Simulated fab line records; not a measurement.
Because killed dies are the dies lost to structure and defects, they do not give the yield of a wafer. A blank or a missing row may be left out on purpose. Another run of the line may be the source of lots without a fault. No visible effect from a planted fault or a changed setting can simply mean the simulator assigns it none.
fab line records	flow n5Finfet	part 1 of 2: steps 1 to 4 of 6
record: lots: 23	wafers: 69	lastDay: 18
route steps=1938 shown WELL_APT@55 FIN_SAQP@111 STI_FIN_REVEAL@191
lots that met no fault: taken from a fault-free run of the same line
startH: the number of hours between the record's first day and the start of the first shown wafer of the lot	waitH: hours elapsed since this lot's preceding step	" repeats the value in the row above	L1.1+2: a row that stands for several wafers	- value missing, or start not given	* or withheld: withheld	< > ~ a bound
route shown NAME@n: a module of which the file shows steps, and the number in the route of the first	usual: mean and standard deviation over wafers with no fault	same: alike in all rows	chamber/n: place in a boat	sites: per-site readings	_std_site: how widely they spread, as a standard deviation	_edge_site: mean of outer sites minus mean of inner sites	radiusMm: for every site, how far away it sits from the centre of the wafer	mask NAME#n: copy n	behind: the last tool/chamber to shape the wafer	hold: cause of the lot's hold/its duration in hours/its outcome	device: whichever transistor did not switch (one of n, p or np)	end of line: the route-end tests of the same wafers	a step with no rows: only its recipe	killed: dies lost to structure and defects at the first sort, not the wafer's yield	map: the dies of a wafer, with x for killed, . for not killed, _ for no die there
set.NAME: the setting that was run; set.NAME@STEP: the one run at that earlier step	model.NAME: the simulator's own value behind a step, which no gauge read
route steps across a sampled set of lots; one table per step, one row per wafer
services: a tool's chamber out of use, with start hour (startH, from the record's first day; less than 0 if before it), hours out, and reason
== steps ==
step: N5_WELL_APT_EPI_41
recipe: material: Si	targetThkA: 500	tempC: 650	precursor: SiH4/H2	pressureTorr: 20	timeS: 297.7
usual: chamberPressureTorr: 20.01/0.041	throttleValvePct: 11.4/0.32
lot.wafer	tool	chamber	startH	waitH	chamberPressureTorr	throttleValvePct
L074.3	epiRpcvd-03	0	18.07	0.2	20.01	11.6
L074.4	"	0	"	"	20.02	11.2
L074.6	"	0	"	"	19.96	11.6
L075.1	epiRpcvd-02	0	22.37	0.0	19.99	12.1
L075.3	"	0	"	"	20.05	12.1
L075.5	"	0	"	"	20.02	12.0
L076.3	epiRpcvd-03	0	28.39	0.2	20.03	11.3
L076.5	"	0	"	"	20.04	11.3
L076.6	"	0	"	"	19.94	11.6
L077.1	epiRpcvd-01	0	33.91	0.0	20.05	11.0
L077.2	"	0	"	"	20.01	11.2
L077.6	"	0	"	"	20.04	11.1
L079.2	epiRpcvd-01	0	46.70	0.2	20.06	11.3
L079.3	"	0	"	"	20.09	11.0
L079.6	"	0	"	"	20.03	11.2
L080.1	epiRpcvd-03	0	52.41	0.0	20.00	11.2
L080.2	"	0	"	"	19.94	11.7
L080.3	"	0	"	"	19.98	11.3
L081.1	epiRpcvd-01	0	58.16	0.0	19.96	11.1
L081.3	"	0	"	"	19.97	10.8
L081.6	"	0	"	"	20.04	11.0
L082.4	epiRpcvd-01	0	65.08	0.3	20.02	10.9
L082.5	"	0	"	"	19.99	11.3
L082.6	"	0	"	"	19.96	11.0
L083.3	epiRpcvd-03	0	70.57	0.4	20.05	11.6
L083.4	"	0	"	"	20.04	11.4
L083.6	"	0	"	"	20.03	11.4
L084.1	epiRpcvd-03	0	76.50	0.0	19.98	11.4
L084.4	"	0	"	"	20.03	11.4
L084.6	"	0	"	"	19.96	11.3
L085.2	epiRpcvd-03	0	82.49	0.2	20.00	11.5
L085.3	"	0	"	"	19.98	11.3
L085.4	"	0	"	"	20.03	11.2
L086.1	epiRpcvd-03	0	88.31	0.0	20.01	11.2
L086.2	"	0	"	"	19.92	11.6
L086.3	"	0	"	"	19.98	11.4
L087.1	epiRpcvd-03	0	94.75	0.0	20.09	11.4
L087.4	"	0	"	"	20.08	11.3
L087.5	"	0	"	"	19.99	11.7
L088.1	epiRpcvd-03	0	101.26	0.0	19.94	11.3
L088.3	"	0	"	"	19.99	11.4
L088.6	"	0	"	"	20.01	11.6
L089.3	epiRpcvd-01	0	107.39	0.4	20.07	11.0
L089.4	"	0	"	"	19.97	11.1
L089.6	"	0	"	"	19.99	11.3
L090.2	epiRpcvd-01	0	113.12	0.2	20.10	11.0
L090.4	"	0	"	"	20.04	11.0
L090.6	"	0	"	"	20.07	11.3
L091.2	epiRpcvd-03	0	118.34	0.1	19.98	11.7
L091.4	"	0	"	"	20.01	11.3
L091.5	"	0	"	"	20.03	11.4
L092.1	epiRpcvd-03	0	125.99	0.0	20.07	11.2
L092.2	"	0	"	"	20.03	11.2
L092.5	"	0	"	"	19.96	11.5
L093.2	epiRpcvd-03	0	130.33	0.3	20.03	11.2
L093.4	"	0	"	"	19.99	11.3
L093.5	"	0	"	"	19.96	11.4
L094.3	epiRpcvd-02	0	136.36	0.2	20.02	12.1
L094.4	"	0	"	"	19.93	12.3
L094.5	"	0	"	"	19.99	12.3
L095.2	epiRpcvd-01	0	142.71	0.2	20.02	11.1
L095.3	"	0	"	"	20.01	11.2
L095.5	"	0	"	"	20.10	11.0
L096.2	epiRpcvd-01	0	148.72	0.2	20.00	11.3
L096.4	"	0	"	"	19.98	11.7
L096.6	"	0	"	"	19.97	11.0
L097.2	epiRpcvd-01	0	154.72	0.2	20.03	11.3
L097.3	"	0	"	"	20.02	11.3
L097.5	"	0	"	"	20.02	11.1
step: N5_FIN_SAQP_CD_MEAS_16
recipe: targetCdNm: 35.6	landingEnergyEv: 500	detector: seInlens
usual: cdNm: 35.51/0.29
same: landingEnergyEv: 500
lot.wafer	tool	chamber	startH	waitH	cdNm
L074.3	cdSem-03	0	23.46	-	35.71
L074.4	"	0	"	"	35.86
L074.6	"	0	"	"	35.17
L075.1	cdSem-01	0	28.47	-	35.79
L075.3	"	0	"	"	35.58
L075.5	"	0	"	"	35.50
L076.3	cdSem-01	0	34.30	-	35.79
L076.5	"	0	"	"	35.36
L076.6	"	0	"	"	35.50
L077.1	cdSem-03	0	40.79	-	35.53
L077.2	"	0	"	"	35.83
L077.6	"	0	"	"	35.41
L079.2	cdSem-03	0	52.60	-	35.93
L079.3	"	0	"	"	35.29
L079.6	"	0	"	"	35.60
L080.1	cdSem-01	0	57.68	-	35.36
L080.2	"	0	"	"	35.56
L080.3	"	0	"	"	35.79
L081.1	cdSem-02	0	64.53	-	35.29
L081.3	"	0	"	"	35.24
L081.6	"	0	"	"	34.99
L082.4	cdSem-01	0	70.96	-	35.94
L082.5	"	0	"	"	35.39
L082.6	"	0	"	"	35.48
L083.3	cdSem-01	0	76.13	-	35.63
L083.4	"	0	"	"	35.29
L083.6	"	0	"	"	35.02
L084.1	cdSem-01	0	84.72	-	34.76
L084.4	"	0	"	"	34.97
L084.6	"	0	"	"	35.29
L085.2	cdSem-03	0	88.26	-	35.23
L085.3	"	0	"	"	35.56
L085.4	"	0	"	"	36.11
L086.1	cdSem-02	0	94.62	-	35.13
L086.2	"	0	"	"	35.35
L086.3	"	0	"	"	35.37
L087.1	cdSem-01	0	100.16	-	35.65
L087.4	"	0	"	"	36.01
L087.5	"	0	"	"	35.95
L088.1	cdSem-03	0	107.42	-	35.39
L088.3	"	0	"	"	35.49
L088.6	"	0	"	"	35.32
L089.3	cdSem-01	0	113.74	-	35.49
L089.4	"	0	"	"	35.30
L089.6	"	0	"	"	35.32
L090.2	cdSem-03	0	118.21	-	35.53
L090.4	"	0	"	"	34.91
L090.6	"	0	"	"	35.16
L091.2	cdSem-03	0	123.65	-	35.27
L091.4	"	0	"	"	35.60
L091.5	"	0	"	"	35.79
L092.1	cdSem-03	0	131.69	-	35.80
L092.2	"	0	"	"	35.52
L092.5	"	0	"	"	34.94
L093.2	cdSem-01	0	135.68	-	35.25
L093.4	"	0	"	"	35.09
L093.5	"	0	"	"	35.72
L094.3	cdSem-02	0	141.49	-	35.59
L094.4	"	0	"	"	35.14
L094.5	"	0	"	"	35.50
L095.2	cdSem-01	0	148.58	-	35.26
L095.3	"	0	"	"	35.05
L095.5	"	0	"	"	35.13
L096.2	cdSem-03	0	155.05	-	36.11
L096.4	"	0	"	"	35.47
L096.6	"	0	"	"	35.62
L097.2	cdSem-01	0	160.16	-	35.80
L097.3	"	0	"	"	35.75
L097.5	"	0	"	"	36.06
step: N5_FIN_SAQP_ETCH_51
recipe: chemistry: CF4	target: SiARC	targetDepthA: 455	maskMaterial: CAR-ArF	timeS: 75.8	ionEnergyEv: 80	pressureMtorr: 40	sourceW: 545	biasW: 36	Ar_flow_sccm: 100	cf4FlowSccm: 100	ends: cleared
usual: drypumpMotorCurrentA: 5.6/0.46	etchRfOnTimeS: 75.7/1.1	mfcArSccm: 100.04/0.3	oesProductAu: 0.71/0.066	rfVppV: 183.9/1.1	showerheadPlenumPTorr: 2.13/0.058	throttleValvePct: 15.52/0.16
lot.wafer	tool	chamber	startH	waitH	drypumpMotorCurrentA	etchRfOnTimeS	mfcArSccm	oesProductAu	rfHoursCounterH	rfVppV	showerheadPlenumPTorr	throttleValvePct
L074.3	rieDiel-01	2	23.59	0.0	5.6	76.3	100.09	0.71	59	185.6	2.17	15.44
L074.4	"	1	"	"	5.0	74.6	99.85	0.62	205	182.7	2.03	15.77
L074.6	"	2	"	"	5.6	76.7	100.08	0.70	-	185.9	2.17	15.44
L075.1	rieDiel-02	2	28.60	0.0	5.7	75.2	99.79	0.60	246	183.9	2.11	16.08
L075.3	"	3	"	"	5.9	75.0	99.75	0.70	76	185.6	2.25	15.18
L075.5	"	3	"	"	5.9	75.3	100.23	0.70	-	183.8	2.26	15.19
L076.3	rieDiel-02	3	34.43	0.0	5.9	75.6	100.12	0.70	77	186.2	2.25	15.20
L076.5	"	2	"	"	5.7	75.2	100.42	0.60	-	183.3	2.11	16.07
L076.6	"	3	"	"	5.9	75.2	100.25	0.70	-	183.6	2.25	15.20
L077.1	rieDiel-04	3	41.01	0.0	5.5	76.2	99.67	0.78	14	184.3	2.20	15.49
L077.2	"	2	"	"	4.7	76.1	99.62	0.83	4	184.5	2.19	15.23
L077.6	"	3	"	"	5.5	76.2	99.98	0.78	-	185.6	2.20	15.49
L079.2	rieDiel-04	3	52.81	0.0	5.5	76.3	100.81	0.77	19	183.8	2.20	15.48
L079.3	"	1	"	"	5.4	75.4	99.94	0.69	103	182.0	2.07	15.54
L079.6	"	3	"	"	5.5	76.3	100.55	0.77	-	185.3	2.20	15.49
L080.1	rieDiel-04	3	57.82	0.0	5.5	76.4	99.99	0.76	20	185.4	2.20	15.50
L080.2	"	1	"	"	5.4	75.6	100.00	0.68	103	184.0	2.07	15.52
L080.3	"	2	"	"	4.7	76.3	99.72	0.81	10	185.6	2.19	15.27
L081.1	rieDiel-01	2	64.67	0.0	5.6	76.3	100.07	0.70	74	184.8	2.17	15.48
L081.3	"	3	"	"	6.2	77.4	100.17	0.70	65	182.8	2.09	15.42
L081.6	"	1	"	"	5.0	74.4	100.34	0.60	-	183.0	2.03	15.79
L082.4	rieDiel-04	3	71.09	0.0	5.5	75.9	100.35	0.76	24	183.9	2.20	15.51
L082.5	"	1	"	"	5.4	75.5	99.95	0.67	-	182.9	2.07	15.55
L082.6	"	0	"	"	6.2	75.2	99.70	0.80	-	184.2	2.12	15.53
L083.3	rieDiel-04	2	76.44	0.0	4.7	75.0	100.40	0.80	17	183.8	2.18	15.28
L083.4	"	0	"	"	6.2	73.7	100.19	0.81	9	185.3	2.12	15.52
L083.6	"	3	"	"	5.5	75.2	99.97	0.76	-	185.2	2.19	15.52
L084.1	rieDiel-04	0	85.06	0.0	6.1	74.5	100.44	0.80	12	183.5	2.12	15.52
L084.4	"	3	"	"	5.5	76.2	99.61	0.75	29	183.7	2.19	15.49
L084.6	"	0	"	"	6.1	74.6	100.15	0.80	-	183.5	2.12	15.51
L085.2	rieDiel-04	0	88.39	0.0	6.1	74.3	99.87	0.79	13	183.7	2.12	15.54
L085.3	"	1	"	"	5.4	74.9	99.87	0.68	115	183.0	2.07	15.55
L085.4	"	1	"	"	5.4	74.9	100.08	0.68	-	181.9	2.07	15.56
L086.1	rieDiel-02	3	94.80	0.0	5.9	74.9	100.28	0.68	99	184.6	2.25	15.25
L086.2	"	0	"	"	5.2	77.5	99.81	0.62	164	184.7	2.15	15.70
L086.3	"	2	"	"	5.7	75.0	100.35	0.81	11	182.5	2.11	15.61
L087.1	rieDiel-02	1	100.37	0.0	6.1	74.7	99.65	0.67	109	183.9	2.07	15.66
L087.4	"	2	"	"	5.7	73.8	99.99	0.80	14	183.6	2.11	15.61
L087.5	"	0	"	"	5.2	77.5	100.10	0.61	-	184.6	2.14	15.72
L088.1	rieDiel-01	3	107.56	0.0	6.2	77.0	99.72	0.69	85	183.2	2.08	15.47
L088.3	"	2	"	"	5.6	76.0	99.70	0.68	93	184.8	2.16	15.50
L088.6	"	0	"	"	6.2	73.3	99.87	0.77	-	185.0	2.11	15.58
L089.3	rieDiel-01	0	114.00	0.0	6.2	73.3	99.99	0.76	37	183.2	2.11	15.58
L089.4	"	3	"	"	6.1	75.2	99.99	0.69	-	182.9	2.08	15.47
L089.6	"	0	"	"	6.2	73.2	100.03	0.76	-	183.1	2.11	15.58
L090.2	rieDiel-01	2	118.75	0.0	5.6	76.1	99.94	0.67	100	183.9	2.16	15.51
L090.4	"	2	"	"	5.6	75.9	99.66	0.68	-	183.2	2.16	15.53
L090.6	"	3	"	"	6.2	77.0	100.00	0.68	-	182.0	2.08	15.49
L091.2	rieDiel-04	1	124.76	0.0	5.4	75.1	99.77	0.67	119	183.6	2.07	15.56
L091.4	"	3	"	"	5.5	75.6	99.53	0.75	34	182.1	2.19	15.50
L091.5	"	1	"	"	5.4	74.3	99.90	0.67	-	182.9	2.07	15.57
L092.1	rieDiel-04	3	132.08	0.0	5.5	76.1	100.31	0.74	36	183.9	2.19	15.53
L092.2	"	2	"	"	4.7	75.7	99.93	0.78	25	185.1	2.18	15.27
L092.5	"	1	"	"	5.4	74.7	100.05	0.66	-	183.2	2.07	15.56
L093.2	rieDiel-02	1	136.02	0.0	6.1	75.9	100.19	0.66	126	184.1	2.07	15.68
L093.4	"	1	"	"	6.1	75.9	99.95	0.66	-	185.3	2.07	15.70
L093.5	"	3	"	"	5.9	75.9	99.29	0.66	-	185.4	2.24	15.29
L094.3	rieDiel-01	1	141.68	0.0	5.0	75.1	100.43	0.59	242	181.9	2.02	15.84
L094.4	"	2	"	"	5.7	76.6	99.66	0.66	112	185.4	2.15	15.54
L094.5	"	3	"	"	6.2	77.9	99.88	0.66	-	184.3	2.07	15.48
L095.2	rieDiel-01	3	148.87	0.0	6.2	77.6	99.45	0.67	103	182.2	2.07	15.49
L095.3	"	1	"	"	5.0	75.6	99.45	0.59	245	181.8	2.02	15.87
L095.5	"	2	"	"	5.6	77.2	100.55	0.65	-	183.7	2.15	15.55
L096.2	rieDiel-04	2	155.18	0.0	4.7	75.8	99.45	0.76	34	185.8	2.18	15.29
L096.4	"	1	"	"	5.4	76.3	100.06	0.66	131	184.2	2.06	15.59
L096.6	"	0	"	"	6.1	75.0	99.83	0.75	-	185.5	2.12	15.55
L097.2	rieDiel-01	3	160.29	0.0	6.2	77.2	100.37	0.67	106	184.0	2.07	15.50
L097.3	"	2	"	"	5.6	77.1	99.79	0.66	119	185.7	2.15	15.55
L097.5	"	1	"	"	5.0	75.9	99.99	0.58	-	183.0	2.02	15.87
step: N5_FIN_SAQP_RECESS_75
recipe: chemistry: HF/NH3	target: SiO2	targetDepthA: 144	afsCycles: 3	tempC: 30	sublimationTempC: 180	sublimationTimeS: 60
usual: drypumpMotorCurrentA: 5.80/0.24	forelinePTorr: 0.12799/0.00029
lot.wafer	tool	chamber	startH	waitH	drypumpMotorCurrentA	forelinePTorr
L074.3	vaporEtch-02	0	24.37	0.1	5.90	0.12793
L074.4	"	1	"	"	5.36	0.1278
L074.6	"	0	"	"	5.90	0.12803
L075.1	vaporEtch-02	1	29.27	0.0	5.39	0.12817
L075.3	"	0	"	"	5.90	0.12834
L075.5	"	1	"	"	5.37	0.12832
L076.3	vaporEtch-01	0	35.24	0.1	5.90	0.12829
L076.5	"	1	"	"	6.04	0.12849
L076.6	"	0	"	"	5.88	0.12775
L077.1	vaporEtch-02	1	41.74	0.0	5.37	0.128
L077.2	"	0	"	"	5.90	0.12802
L077.6	"	1	"	"	5.37	0.12803
L079.2	vaporEtch-02	0	53.48	0.0	5.91	0.12817
L079.3	"	0	"	"	5.91	0.12791
L079.6	"	1	"	"	5.37	0.12784
L080.1	vaporEtch-01	0	58.48	0.0	5.94	0.1278
L080.2	"	1	"	"	5.99	0.12836
L080.3	"	0	"	"	5.87	0.12843
L081.1	vaporEtch-02	1	65.34	0.0	5.38	0.12775
L081.3	"	1	"	"	5.38	0.12822
L081.6	"	0	"	"	5.87	0.12793
L082.4	vaporEtch-02	0	71.88	0.1	5.90	0.12774
L082.5	"	1	"	"	5.37	0.12791
L082.6	"	0	"	"	5.89	0.12799
L083.3	vaporEtch-01	0	77.29	0.2	5.90	0.12812
L083.4	"	1	"	"	6.03	0.12809
L083.6	"	0	"	"	5.88	0.12838
L084.1	vaporEtch-01	0	85.73	0.0	5.87	0.12743
L084.4	"	0	"	"	5.88	0.12853
L084.6	"	0	"	"	5.87	0.12758
L085.2	vaporEtch-01	1	89.06	0.0	6.01	0.1277
L085.3	"	0	"	"	5.92	0.12855
L085.4	"	1	"	"	6.00	0.12842
L086.1	vaporEtch-01	1	95.48	0.0	6.00	0.12776
L086.2	"	0	"	"	5.85	0.12825
L086.3	"	0	"	"	5.86	0.12838
L087.1	vaporEtch-01	1	101.08	0.0	5.99	0.12817
L087.4	"	0	"	"	5.87	0.12749
L087.5	"	0	"	"	5.86	0.12732
L088.1	vaporEtch-01	0	108.69	0.1	5.93	0.12757
L088.3	"	1	"	"	5.97	0.12817
L088.6	"	0	"	"	5.94	0.12789
L089.3	vaporEtch-01	1	115.06	0.3	5.99	0.12775
L089.4	"	1	"	"	5.98	0.12825
L089.6	"	1	"	"	6.02	0.12808
L090.2	vaporEtch-01	1	119.97	0.1	6.00	0.12759
L090.4	"	1	"	"	5.99	0.12758
L090.6	"	1	"	"	6.01	0.12778
L091.2	vaporEtch-02	0	125.47	0.0	5.91	0.12784
L091.4	"	1	"	"	5.37	0.12813
L091.5	"	0	"	"	5.91	0.1278
L092.1	vaporEtch-01	0	133.01	0.3	5.89	0.12794
L092.2	"	1	"	"	5.99	0.12809
L092.5	"	1	"	"	5.97	0.12867
L093.2	vaporEtch-02	0	136.79	0.0	5.90	0.12771
L093.4	"	1	"	"	5.36	0.12823
L093.5	"	1	"	"	5.36	0.12819
L094.3	vaporEtch-01	1	142.47	0.1	6.00	0.12783
L094.4	"	0	"	"	5.93	0.12821
L094.5	"	0	"	"	5.87	0.128
L095.2	vaporEtch-02	1	149.54	0.0	5.36	0.12758
L095.3	"	0	"	"	5.89	0.12813
L095.5	"	0	"	"	5.89	0.12797
L096.2	vaporEtch-02	0	155.88	0.1	5.89	0.12797
L096.4	"	0	"	"	5.89	0.12797
L096.6	"	0	"	"	5.89	0.12807
L097.2	vaporEtch-02	1	160.97	0.0	5.36	0.1281
L097.3	"	1	"	"	5.38	0.12838
L097.5	"	1	"	"	5.38	0.12867
